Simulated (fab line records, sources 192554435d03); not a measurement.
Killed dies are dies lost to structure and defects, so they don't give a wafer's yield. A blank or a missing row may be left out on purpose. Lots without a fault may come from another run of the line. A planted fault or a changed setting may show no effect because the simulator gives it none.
fab line records | flow n5_finfet
record lots=7 wafers=21 last_day=17
route steps=1938 shown BEOL_M7@1297 PASSIVATION@1936
lots that met no fault: from a run of the same line without faults
start_h: hours from the record's first day to the start of the lot's first wafer shown | wait_h: hours since the lot's step before | " the same as in the row above | L1.1+2: a row that stands for several wafers | - no value, or no start given | * or withheld: withheld | < > ~ a bound
route shown NAME@n: a module of which the file shows steps, and the number in the route of the first | usual: mean/standard deviation of fault-free wafers | same: alike in all rows | chamber/n: place in a boat | sites: the reading at each site | _std_site: their standard deviation | _edge_site: outer sites' mean less inner sites' | radius_mm: how far each site lies from the wafer's centre | mask NAME#n: copy n | behind: the tool/chamber that last shaped the wafer | hold: why the lot was held/for how many hours/how that ended | device: the transistor (n, p or np) that didn't switch | end of line: the same wafers' tests at the end of the route | a step without rows: its recipe alone | killed: dies lost to structure and defects at the first sort, not the wafer's yield | map: a wafer's dies, x killed, . not, _ none there
set.NAME: the setting as run; set.NAME@STEP: as run at that earlier step | model.NAME: the simulator's own value behind a step, which no gauge read
lots at some steps of the route; a table a step, a row a wafer
services: from which hour (start_h, from the record's first day; less than 0 if before it) a tool's chamber was out of use, for how many hours, and why
## steps
# step N5_BEOL_M7_OVL_MEAS_29
# recipe points_per_wafer=522
# usual V6_OVL=-0.4/0.8
# columns lot.wafer tool chamber start_h wait_h V6_OVL[nm]
L533.1 overlay-01 0 201.07 0.0 0.2
L533.3 " 0 " " 1.0
L533.4 " 0 " " 0.8
L536.2 overlay-02 0 228.00 0.0 0.2
L536.5 " 0 " " 0.0
L536.6 " 0 " " -0.9
L537.2 overlay-02 0 234.52 0.0 -0.4
L537.4 " 0 " " -0.2
L537.6 " 0 " " -0.1
L539.2 overlay-01 0 245.65 0.0 -0.9
L539.3 " 0 " " -1.6
L539.4 " 0 " " -1.6
L541.2 overlay-02 0 264.31 0.0 -1.0
L541.3 " 0 " " -2.0
L541.6 " 0 " " -1.6
L543.1 overlay-02 0 273.13 0.0 -0.7
L543.2 " 0 " " -0.3
L543.5 " 0 " " -0.6
L552.1 overlay-02 0 324.27 0.0 -1.3
L552.5 " 0 " " -1.1
L552.6 " 0 " " -0.6
# step N5_BEOL_M7_INSPECT_30
# recipe mode=adi inspect_instrument=brightfield
# usual raw_defect_count=412/93
# columns lot.wafer tool chamber start_h wait_h raw_defect_count
L533.1 defect_inspect-02 - 201.13 0.1 547
L533.3 " - " " 535
L533.4 " - " " 428
L536.2 defect_inspect-01 - 228.05 0.0 557
L536.5 " - " " 446
L536.6 " - " " 777
L537.2 defect_inspect-01 - 234.57 0.0 366
L537.4 " - " " 317
L537.6 " - " " 349
L539.2 defect_inspect-02 - 245.70 0.0 370
L539.3 " - " " 481
L539.4 " - " " 281
L541.2 defect_inspect-02 - 264.36 0.0 342
L541.3 " - " " 320
L541.6 " - " " 458
L543.1 defect_inspect-01 - 273.19 0.1 539
L543.2 " - " " 489
L543.5 " - " " 409
L552.1 defect_inspect-01 - 324.33 0.1 300
L552.5 " - " " 483
L552.6 " - " " 394
# step N5_BEOL_M7_DESCUM_33
# recipe chemistry=O2 time_s=7 source_power_w=50 bias_power_w=20 pressure_mtorr=20 rf_frequency_hz=2.712e+07 temp_c=40 resist=CAR-EUV o2_flow_sccm=225
# usual drypump_motor_current_A=5.9/0.5 oes_product_au=0.83/0.091 rf_vpp_V=243.3/1.4 showerhead_plenum_p_Torr=2.11/0.074 throttle_valve_pct=20.35/0.2
# same time_s=7
# columns lot.wafer tool chamber start_h wait_h drypump_motor_current_A oes_product_au rf_hours_counter_h rf_vpp_V showerhead_plenum_p_Torr throttle_valve_pct
L533.1 rie_diel-02 3 201.16 0.0 6.5 0.77 161 242.7 2.08 20.48
L533.3 " 1 " " 6.1 0.95 5 242.6 2.05 20.24
L533.4 " 1 " " 6.2 0.96 - 241.5 2.05 20.23
L536.2 rie_diel-05 0 228.08 0.0 5.4 0.70 223 245.1 2.15 20.35
L536.5 " 0 " " 5.4 0.70 - 243.5 2.15 20.36
L536.6 " 3 " " 6.3 0.78 - 242.0 2.02 20.35
L537.2 rie_diel-05 1 234.60 0.0 5.6 0.76 154 241.4 2.02 20.37
L537.4 " 0 " " 5.4 0.70 225 243.0 2.15 20.35
L537.6 " 2 " " 6.5 0.88 - 241.8 2.06 20.45
L539.2 rie_diel-05 0 245.76 0.0 5.4 0.70 229 243.7 2.15 20.35
L539.3 " 1 " " 5.6 0.75 157 240.6 2.01 20.36
L539.4 " 3 " " 6.3 0.77 119 240.9 2.01 20.35
L541.2 rie_diel-05 0 264.40 0.0 5.4 0.70 234 244.3 2.14 20.38
L541.3 " 1 " " 5.6 0.75 163 242.1 2.01 20.37
L541.6 " 2 " " 6.4 0.87 - 243.5 2.05 20.47
L543.1 rie_diel-02 0 273.62 0.4 5.1 0.96 19 244.5 2.22 20.08
L543.2 " 1 " " 6.1 0.87 26 242.4 2.04 20.27
L543.5 " 3 " " 6.5 0.74 - 242.7 2.07 20.51
L552.1 rie_diel-04 2 324.36 0.0 5.7 0.96 8 242.3 2.14 20.05
L552.5 " 3 " " 5.5 0.86 - 245.0 2.24 20.25
L552.6 " 2 " " 5.7 0.96 - 244.9 2.14 20.07
# step N5_BEOL_M7_ETCH_72
# recipe chemistry=N2/H2 target=underlayer target_depth_a=65 mask_material=CAR-EUV time_s=5.2 ion_energy_ev=200 pressure_mtorr=30 source_w=840 bias_w=150 n2_flow_sccm=200 h2_flow_sccm=200 ends=cleared
# usual drypump_motor_current_A=5.9/0.5 etch_rf_on_time_s=5.24/0.13 oes_product_au=0.71/0.077 rf_fwd_power_W=819.7/2.6 rf_vpp_V=524.3/2.5 showerhead_plenum_p_Torr=2.56/0.082 throttle_valve_pct=17.77/0.26
# columns lot.wafer tool chamber start_h wait_h drypump_motor_current_A etch_rf_on_time_s oes_product_au rf_fwd_power_W rf_hours_counter_h rf_vpp_V showerhead_plenum_p_Torr throttle_valve_pct
L533.1 rie_diel-02 3 201.19 0.0 6.5 5.43 0.64 817.1 161 523.3 2.54 17.93
L533.3 " 1 " " 6.2 5.34 0.79 815.3 5 523.9 2.50 17.83
L533.4 " 1 " " 6.2 5.35 0.78 816.6 - 521.0 2.50 17.89
L536.2 rie_diel-05 0 228.12 0.0 5.4 5.04 0.60 823.0 223 526.9 2.62 18.01
L536.5 " 0 " " 5.4 5.04 0.60 818.9 - 525.6 2.62 17.99
L536.6 " 3 " " 6.4 5.30 0.67 821.3 - 520.4 2.45 17.86
L537.2 rie_diel-05 1 234.64 0.0 5.6 5.20 0.64 819.4 154 522.2 2.44 17.75
L537.4 " 0 " " 5.5 5.06 0.59 823.3 225 525.8 2.62 17.99
L537.6 " 2 " " 6.5 5.26 0.74 822.7 - 523.5 2.48 17.69
L539.2 rie_diel-05 0 245.79 0.0 5.5 5.12 0.59 825.4 229 526.4 2.62 18.03
L539.3 " 1 " " 5.6 5.26 0.65 822.1 157 521.2 2.44 17.74
L539.4 " 3 " " 6.3 5.37 0.67 821.3 119 523.6 2.45 17.87
L541.2 rie_diel-05 0 264.43 0.0 5.5 5.07 0.59 823.3 234 525.5 2.62 18.01
L541.3 " 1 " " 5.6 5.26 0.63 820.1 163 521.5 2.43 17.76
L541.6 " 2 " " 6.5 5.32 0.73 816.5 - 520.4 2.48 17.71
L543.1 rie_diel-02 0 273.65 0.0 5.1 4.89 0.83 817.0 19 527.8 2.69 17.54
L543.2 " 1 " " 6.2 5.38 0.73 821.4 26 518.9 2.49 17.92
L543.5 " 3 " " 6.5 5.36 0.63 815.1 - 522.6 2.53 17.99
L552.1 rie_diel-04 2 324.40 0.0 5.7 4.96 0.85 819.4 8 524.0 2.59 17.39
L552.5 " 3 " " 5.4 5.23 0.73 817.5 - 529.2 2.67 17.31
L552.6 " 2 " " 5.7 4.95 0.85 817.0 - 525.6 2.59 17.39
# step N5_BEOL_M7_ETCH_65
# recipe chemistry=CF4 target=SiARC target_depth_a=156 mask_material=CAR-EUV time_s=26 ion_energy_ev=80 pressure_mtorr=40 source_w=545 bias_w=36 Ar_flow_sccm=100 cf4_flow_sccm=100 ends=cleared
# usual drypump_motor_current_A=5.9/0.5 etch_rf_on_time_s=26.2/0.61 oes_product_au=0.71/0.077 rf_fwd_power_W=532.7/2.6 rf_vpp_V=184.2/1.1 showerhead_plenum_p_Torr=2.16/0.068 throttle_valve_pct=15.52/0.22
# columns lot.wafer tool chamber start_h wait_h drypump_motor_current_A etch_rf_on_time_s oes_product_au rf_fwd_power_W rf_hours_counter_h rf_vpp_V showerhead_plenum_p_Torr throttle_valve_pct
L533.1 rie_diel-02 3 201.21 0.0 6.5 26.8 0.65 527.7 161 184.0 2.13 15.70
L533.3 " 1 " " 6.2 26.9 0.78 537.4 5 183.8 2.12 15.47
L533.4 " 1 " " 6.2 26.8 0.78 538.1 - 183.8 2.12 15.47
L536.2 rie_diel-05 0 228.14 0.0 5.5 25.6 0.60 534.0 223 184.8 2.20 15.60
L536.5 " 0 " " 5.5 25.4 0.60 532.7 - 184.8 2.20 15.63
L536.6 " 3 " " 6.3 26.8 0.67 529.4 - 183.1 2.06 15.51
L537.2 rie_diel-05 1 234.66 0.0 5.6 26.2 0.64 530.7 154 182.8 2.06 15.54
L537.4 " 0 " " 5.4 26.0 0.59 532.6 225 185.0 2.20 15.64
L537.6 " 2 " " 6.5 26.5 0.74 537.7 - 185.1 2.11 15.60
L539.2 rie_diel-05 0 245.81 0.0 5.4 25.2 0.60 531.1 229 184.7 2.20 15.62
L539.3 " 1 " " 5.6 25.9 0.65 532.3 157 183.0 2.06 15.54
L539.4 " 3 " " 6.4 26.7 0.66 530.7 119 184.1 2.06 15.53
L541.2 rie_diel-05 0 264.45 0.0 5.5 25.5 0.60 531.9 234 184.3 2.19 15.63
L541.3 " 1 " " 5.6 25.9 0.64 530.2 163 183.6 2.06 15.55
L541.6 " 2 " " 6.4 26.4 0.73 538.5 - 182.8 2.10 15.60
L543.1 rie_diel-02 0 273.67 0.0 5.1 24.6 0.82 535.5 19 185.3 2.26 15.31
L543.2 " 1 " " 6.2 27.0 0.73 539.0 26 183.0 2.11 15.53
L543.5 " 3 " " 6.5 26.7 0.63 530.8 - 182.8 2.12 15.77
L552.1 rie_diel-04 2 324.42 0.0 5.7 24.8 0.83 534.9 8 184.9 2.19 15.20
L552.5 " 3 " " 5.5 26.0 0.73 530.6 - 185.9 2.26 15.26
L552.6 " 2 " " 5.7 25.0 0.85 532.2 - 183.9 2.19 15.20
# step N5_BEOL_M7_ETCH_66
# recipe chemistry=N2/H2 target=SOC target_depth_a=800 overetch_a=160 mask_material=SiARC temp_c=40 time_s=120 ion_energy_ev=200 pressure_mtorr=30 source_w=840 bias_w=150 n2_flow_sccm=200 h2_flow_sccm=200
# usual drypump_motor_current_A=5.9/0.5 oes_product_au=0.64/0.066 rf_fwd_power_W=835.5/2.9 rf_vpp_V=524.3/2.5 showerhead_plenum_p_Torr=2.56/0.082 throttle_valve_pct=17.72/0.26
# same time_s=120
# columns lot.wafer tool chamber start_h wait_h drypump_motor_current_A oes_product_au rf_fwd_power_W rf_hours_counter_h rf_vpp_V showerhead_plenum_p_Torr throttle_valve_pct
L533.1 rie_diel-02 3 201.24 0.0 6.5 0.58 838.6 161 522.6 2.54 17.89
L533.3 " 1 " " 6.2 0.73 839.0 5 523.1 2.50 17.82
L533.4 " 1 " " 6.2 0.71 841.8 - 523.2 2.50 17.82
L536.2 rie_diel-05 0 228.16 0.0 5.5 0.53 833.6 223 524.8 2.62 17.96
L536.5 " 0 " " 5.5 0.53 833.0 - 525.8 2.62 17.94
L536.6 " 3 " " 6.3 0.60 833.5 - 520.8 2.45 17.83
L537.2 rie_diel-05 1 234.68 0.0 5.6 0.58 830.6 154 521.4 2.44 17.73
L537.4 " 0 " " 5.4 0.54 832.9 225 524.9 2.62 17.94
L537.6 " 2 " " 6.5 0.67 836.6 - 522.0 2.48 17.67
L539.2 rie_diel-05 0 245.83 0.0 5.4 0.53 830.8 229 526.4 2.62 17.95
L539.3 " 1 " " 5.6 0.58 833.7 157 519.9 2.44 17.71
L539.4 " 3 " " 6.4 0.60 837.5 119 521.1 2.45 17.83
L541.2 rie_diel-05 0 264.48 0.0 5.5 0.53 830.7 234 527.7 2.62 17.98
L541.3 " 1 " " 5.6 0.57 835.2 163 519.7 2.43 17.73
L541.6 " 2 " " 6.5 0.66 838.1 - 521.3 2.48 17.70
L543.1 rie_diel-02 0 273.70 0.0 5.1 0.72 837.3 19 528.1 2.69 17.49
L543.2 " 1 " " 6.2 0.68 836.4 26 522.7 2.49 17.86
L543.5 " 3 " " 6.5 0.57 833.2 - 523.6 2.53 17.94
L552.1 rie_diel-04 2 324.44 0.0 5.7 0.73 834.0 8 525.3 2.59 17.33
L552.5 " 3 " " 5.5 0.66 835.7 - 527.4 2.67 17.28
L552.6 " 2 " " 5.7 0.74 833.1 - 523.9 2.59 17.34
# step N5_BEOL_M7_STRIP_69
# recipe chemistry=N2/H2 temp_c=40 n2_flow_sccm=200 h2_flow_sccm=200 rf_frequency_hz=6e+07
# step N5_BEOL_M7_STRIP_73
# recipe chemistry=N2/H2 temp_c=40 n2_flow_sccm=200 h2_flow_sccm=200 rf_frequency_hz=6e+07
# step N5_BEOL_M7_VIA_ETCH_34
# recipe chemistry=C4F6/O2 target=SiCOH_lowk target_depth_a=1255 mask_material=SOC taper_deg=4 time_s=50.5 ion_energy_ev=250 pressure_mtorr=30 source_w=345 bias_w=185 Ar_flow_sccm=300 C4F6_flow_sccm=10 O2_flow_sccm=10
# step N5_BEOL_M7_STRIP_76
# recipe chemistry=C4F6/O2 resist=SiARC rf_frequency_hz=6e+07
# step N5_BEOL_M7_STRIP_36
# recipe chemistry=N2/H2 power_w=450 temp_c=40 pressure_mtorr=20 rf_frequency_hz=6e+07 overash_fraction=0.3 bias_power_w=7 h2_frac=0.5 n2_flow_sccm=200 h2_flow_sccm=200
# step N5_BEOL_M7_TRENCH_ETCH_37
# recipe chemistry=C4F6/O2 target_depth_a=934.78 target=SiCOH_lowk time_s=31.2 ion_energy_ev=250 pressure_mtorr=30 source_w=345 bias_w=185 Ar_flow_sccm=300 C4F6_flow_sccm=10 O2_flow_sccm=10
# step N5_BEOL_M7_ETCH_41
# recipe chemistry=CH3F/O2 target=SiCN target_depth_a=319 taper_deg=2 time_s=57.8 ion_energy_ev=120 mask_material=TiN pressure_mtorr=30 source_w=395 bias_w=75 Ar_flow_sccm=150 CH3F_flow_sccm=30 O2_flow_sccm=20
# usual drypump_motor_current_A=5.9/0.5 oes_product_au=0.83/0.089 rf_fwd_power_W=390.8/1.8 rf_vpp_V=297.5/1.6 showerhead_plenum_p_Torr=2.02/0.068 throttle_valve_pct=16.23/0.21
# same time_s=57.8
# columns lot.wafer tool chamber start_h wait_h drypump_motor_current_A oes_product_au rf_fwd_power_W rf_hours_counter_h rf_vpp_V showerhead_plenum_p_Torr throttle_valve_pct model.etch.depth_nm
L533.1 rie_diel-02 3 201.46 - 6.5 0.76 392.8 162 296.9 2.00 16.46 21.67
L533.3 " 1 " " 6.2 0.93 390.8 5 296.1 1.98 16.21 21.98
L533.4 " 1 " " 6.2 0.93 392.4 - 295.8 1.98 16.20 21.94
L536.2 rie_diel-05 0 228.39 - 5.5 0.70 389.5 223 297.8 2.05 16.29 22.01
L536.5 " 0 " " 5.5 0.70 389.0 - 299.8 2.05 16.29 22.2
L536.6 " 3 " " 6.4 0.78 387.6 - 296.6 1.92 16.19 21.49
L537.2 rie_diel-05 1 234.91 - 5.6 0.71 297.1 154 323.1 1.92 16.22 19.6
L537.4 " 0 " " 5.5 0.65 293.1 225 327.4 2.05 16.30 19.72
L537.6 " 2 " " 6.4 0.82 299.0 - 325.1 1.96 16.27 19.48
L539.2 rie_diel-05 0 246.06 - 5.4 0.64 291.9 229 325.7 2.05 16.29 19.8
L539.3 " 1 " " 5.6 0.70 296.3 157 323.7 1.92 16.26 19.51
L539.4 " 3 " " 6.4 0.72 295.2 119 323.0 1.92 16.20 19.12
L541.2 rie_diel-05 0 264.70 - 5.4 0.65 293.7 234 327.3 2.05 16.30 19.83
L541.3 " 1 " " 5.6 0.70 296.4 163 322.3 1.92 16.25 19.61
L541.6 " 2 " " 6.5 0.80 297.7 - 324.4 1.96 16.28 19.43
L543.1 rie_diel-02 0 273.92 - 5.0 0.97 394.0 19 300.6 2.11 15.91 22.97
L543.2 " 1 " " 6.2 0.88 394.6 27 295.4 1.97 16.24 21.76
L543.5 " 3 " " 6.4 0.75 392.2 - 295.3 1.99 16.49 21.78
L552.1 rie_diel-04 2 324.67 - 5.7 0.97 389.3 9 298.6 2.06 15.95 22.39
L552.5 " 3 " " 5.5 0.84 393.0 - 298.2 2.12 15.98 21.43
L552.6 " 2 " " 5.7 0.97 388.5 - 298.3 2.06 15.96 22.32
# step N5_BEOL_M7_STRIP_80
# recipe chemistry=N2/H2 time_s=10 power_w=450 temp_c=40 pressure_mtorr=20 rf_frequency_hz=6e+07 bias_power_w=7 n2_flow_sccm=200 h2_flow_sccm=200
# usual drypump_motor_current_A=5.9/0.5 oes_product_au=0.83/0.091 rf_vpp_V=59.4/0.81 showerhead_plenum_p_Torr=2.55/0.082 throttle_valve_pct=23.6/0.33
# same time_s=10
# columns lot.wafer tool chamber start_h wait_h drypump_motor_current_A oes_product_au rf_hours_counter_h rf_vpp_V showerhead_plenum_p_Torr throttle_valve_pct
L533.1 rie_diel-02 3 - - 6.5 0.76 162 58.6 2.54 23.6
L533.3 " 1 " " 6.2 0.94 5 59.1 2.49 23.9
L533.4 " 1 " " 6.2 0.95 - 59.8 2.49 23.9
L536.2 rie_diel-05 0 - - 5.5 0.69 223 58.9 2.62 24.0
L536.5 " 0 " " 5.5 0.70 - 58.6 2.62 23.9
L536.6 " 3 " " 6.4 0.78 - 59.8 2.45 23.7
L537.2 rie_diel-05 1 - - 5.6 0.75 154 58.8 2.43 23.5
L537.4 " 0 " " 5.4 0.70 225 58.9 2.62 23.9
L537.6 " 2 " " 6.5 0.88 - 58.5 2.48 23.4
L539.2 rie_diel-05 0 - - 5.5 0.69 229 60.3 2.61 23.9
L539.3 " 1 " " 5.6 0.76 158 58.9 2.43 23.5
L539.4 " 3 " " 6.4 0.77 119 59.4 2.44 23.7
L541.2 rie_diel-05 0 - - 5.5 0.69 234 58.6 2.61 23.9
L541.3 " 1 " " 5.6 0.75 163 58.5 2.43 23.5
L541.6 " 2 " " 6.5 0.87 - 59.1 2.48 23.4
L543.1 rie_diel-02 0 - - 5.1 0.96 19 60.3 2.69 23.4
L543.2 " 1 " " 6.1 0.89 27 59.3 2.49 23.9
L543.5 " 3 " " 6.5 0.75 - 58.4 2.53 23.6
L552.1 rie_diel-04 2 - - 5.7 0.97 9 60.1 2.59 23.1
L552.5 " 3 " " 5.5 0.85 - 59.6 2.67 23.0
L552.6 " 2 " " 5.7 0.96 - 60.0 2.59 23.1
# step N5_PASSIVATION_PROBE_49
# usual defect_limited_yield=91.6/1.6 killed_at_M0_to_M3=31/10 killed_at_M4_up=14/6.3 killed_at_contacts=12/6.1 killed_at_front_end=39/12 killed_at_other=3.7/2.8 killed_dies=100/19 killed_open=66/14 killed_short=33/8.1 sort_bin_5_function=5.0/1.1 sort_bin_6_memory=3.2/0.66 sort_bin_8_speed=0.01/0.077 sort_n_pass=1080/18 sort_yield_pct=91.6/1.6
# same gross_dies=1180 killed_at_back_side=0 sort_bin_4_leakage[%]=0
# columns lot.wafer tool chamber start_h wait_h defect_limited_yield[%] killed_at_M0_to_M3 killed_at_M4_up killed_at_contacts killed_at_front_end killed_at_other killed_dies killed_open killed_short sort_bin_5_function[%] sort_bin_6_memory[%] sort_bin_8_speed[%] sort_n_pass sort_yield_pct[%]
L541.2 prober-01 - 339.29 0.1 92.0 34 16 14 20 10 94 62 31 4.2 3.6 0 1086 92.0
L541.3 prober-01 - 339.34 0.1 90.8 32 19 8 38 12 109 67 36 5.3 3.3 0 1071 90.8
L541.6 prober-01 - 339.49 0.3 92.5 18 20 9 38 3 88 53 35 3.8 3.3 0 1092 92.5
# killed by level:class
L541.2 BEOL_M2:geometric_particle:open=17 MOL_CONTACT_COAG:geometric_particle:open=11 BEOL_M4:geometric_particle:open=7 GATE_CUT:geometric_particle:short=5 FIN_SAQP:geometric_particle:short=3 MOL_CONTACT_COAG:geometric_particle:short=3 BEOL_M0_SAQP:geometric_particle:open=3 BEOL_M0:geometric_particle:open=3
L541.3 BEOL_M2:geometric_particle:open=10 BEOL_M4:geometric_particle:open=9 FIN_SAQP:geometric_particle:short=7 FIN_SAQP:geometric_particle:open=7 MOL_CONTACT_COAG:geometric_particle:open=7 DUMMY_GATE:geometric_particle:open=5 BEOL_M1:geometric_particle:open=5 HKMG_FIN:area_etch=5
L541.6 BEOL_M4:geometric_particle:open=10 FIN_SAQP:geometric_particle:short=9 FIN_SAQP:geometric_particle:open=7 STI_FIN_REVEAL:geometric_particle:open=6 MOL_CONTACT_COAG:geometric_particle:open=5 BEOL_M2:geometric_particle:open=5 GATE_CUT:geometric_particle:short=4 MOL_CONTACT_COAG:geometric_particle:short=4
## services
# columns tool chamber start_h hours kind
rie_diel-04 0 184.42 - clean
rie_diel-04 0 184.42 - consumable_replace:esc
rie_diel-04 0 184.42 - consumable_replace:focus_ring
rie_diel-04 0 184.42 36.4 scheduled_down
rie_diel-04 0 184.42 36.4 vent_cycle
rie_diel-02 0 191.04 - clean
rie_diel-02 0 191.04 - consumable_replace:focus_ring
rie_diel-02 0 191.04 - consumable_replace:showerhead
rie_diel-02 0 191.04 13.5 scheduled_down
rie_diel-02 0 191.04 13.5 vent_cycle
rie_diel-04 1 220.95 - clean
rie_diel-04 1 220.95 - consumable_replace:focus_ring
rie_diel-04 1 220.95 21.6 scheduled_down
rie_diel-04 1 220.95 21.6 vent_cycle
rie_diel-04 2 265.06 - clean
rie_diel-04 2 265.06 - consumable_replace:focus_ring
rie_diel-04 2 265.06 27.9 scheduled_down
rie_diel-04 2 265.06 27.9 vent_cycle
rie_diel-02 0 324.30 6.3 repair
rie_diel-05 0 324.47 - clean
rie_diel-05 0 324.47 - consumable_replace:focus_ring
rie_diel-05 0 324.47 21.5 scheduled_down
rie_diel-05 0 324.47 21.5 vent_cycle
## key
first_sign step=N5_BEOL_M7_ETCH_41 reading=rf_fwd_power_W direction=down sigmas=52 usual=* struck=*
effect step=N5_BEOL_M7_ETCH_41 reading=rf_vpp_V direction=up sigmas=17 usual=297.5 struck=324.7
model_effect step=N5_BEOL_M7_ETCH_41 value=etch.depth_nm without=21.68 struck=19.57
met_at N5_BEOL_M7_ETCH_41
struck_wafers L537.2,L537.4,L537.6,L539.2,L539.3,L539.4,L541.2,L541.3,L541.6
rows_end L537.2,L537.4,L537.6
onset_between 228.39 234.91
fault kind=process_parameter_drift tool=rie_diel-05 chamber=- onset_h=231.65 steps=N5_BEOL_M7_ETCH_41 channel=source_w offset=-94.8 shape=step acts_in=these_recipes_only stated=395
# rows_end: these wafers met a further fault down the route, and their rows from its step on are left out
